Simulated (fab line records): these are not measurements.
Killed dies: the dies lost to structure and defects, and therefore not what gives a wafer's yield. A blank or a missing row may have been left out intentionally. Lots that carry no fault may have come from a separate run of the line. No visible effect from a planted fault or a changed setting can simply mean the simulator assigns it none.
Matching of chambers | flow n5 finfet | N5_BEOL_M0_SAQP_STRIP_108 on rie diel-06 has 4 sister chambers
The step strips in N2/H2. 4 wafers are shown with their chamber, then 8 later ones without.

## EACH WAFER AND ITS CHAMBER
wafer  | chamber | drypump motor current A (A)
L087.4 | 2       | 5.9
L088.3 | 1       | 5.7
L088.5 | 3       | 5.2
L092.2 | 0       | 5.4

## WAFERS WITHOUT THEIR CHAMBER
wafer  | drypump motor current A (A)
L092.5 | 5.7
L092.6 | 5.4
L097.1 | 5.2
L097.3 | 5.4
L097.6 | 5.8
L096.4 | 5.2
L096.5 | 5.8
L096.6 | 5.2

## CHAMBER TAKEN BY EACH
wafer  | from the rows above     | in truth
L092.5 | 1                       | 1
L092.6 | 0                       | 0
L097.1 | 3                       | 3
L097.3 | 0                       | 0
L097.6 | can't be placed: 1 or 2 | 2
L096.4 | 3                       | 3
L096.5 | can't be placed: 1 or 2 | 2
L096.6 | 3                       | 3
Correctly placed: 6 of 8. From these rows, 2 cannot be placed; in 2 the true chamber is one of the candidates. Placed wrongly: 0.
How it was worked out, from the rows above alone: a wafer's distance from a chamber is the root of the sum, over the readings, of the square of ((its reading less the chamber's mean) divided by the reading's scatter). If the next closest chamber is less than 2 further off than the closest, the wafer can't be placed; otherwise it belongs to the closest. Each chamber's mean is taken over the wafers shown for it. The scatter (one wafer shown for each chamber): square how far every hidden wafer sits from the nearest shown wafer, average those squares and take the square root.
